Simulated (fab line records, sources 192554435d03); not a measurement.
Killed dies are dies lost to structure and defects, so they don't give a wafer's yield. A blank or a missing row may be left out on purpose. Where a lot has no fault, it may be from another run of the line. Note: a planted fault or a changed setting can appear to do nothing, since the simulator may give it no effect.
Chamber matching | flow n5_finfet | rie_diel-06 running N5_BEOL_M4_DESCUM_33: 4 sister chambers
The step chemistry O2, time 7 s. 4 wafers are shown with their chamber, then 7 later ones without.

== WAFERS, EACH WITH ITS CHAMBER ==
wafer  | chamber | drypump_motor_current_A (A)
L085.3 | 0       | 5.72
L085.6 | 3       | 5.29
L087.1 | 2       | 5.14
L087.2 | 1       | 5.95

== WAFERS WITH NO CHAMBER GIVEN ==
wafer  | drypump_motor_current_A (A)
L087.3 | 5.71
L091.1 | 5.28
L091.3 | 5.70
L091.5 | 5.26
L094.1 | 5.95
L094.4 | 5.16
L094.5 | 5.15

== THE CHAMBER EACH PASSED THROUGH ==
wafer  | from the rows above | in truth
L087.3 | 0                   | 0
L091.1 | 3                   | 3
L091.3 | 0                   | 0
L091.5 | 3                   | 3
L094.1 | 1                   | 1
L094.4 | 2                   | 2
L094.5 | 2                   | 2
7 of 7 placed correctly. Not placeable from these rows: 0. Number placed wrongly: 0.
How it was worked out, from the rows above alone: a wafer's distance from a chamber is the root of the sum, over the readings, of the square of ((its reading less the chamber's mean) divided by the reading's scatter). The wafer belongs to the nearest chamber; if the next one is less than 2 further off, it can't be placed. Each chamber's mean is taken over the wafers shown for it. The scatter: with one shown wafer a chamber, the root of the mean of the squares of how far each hidden wafer lies from its nearest shown one.
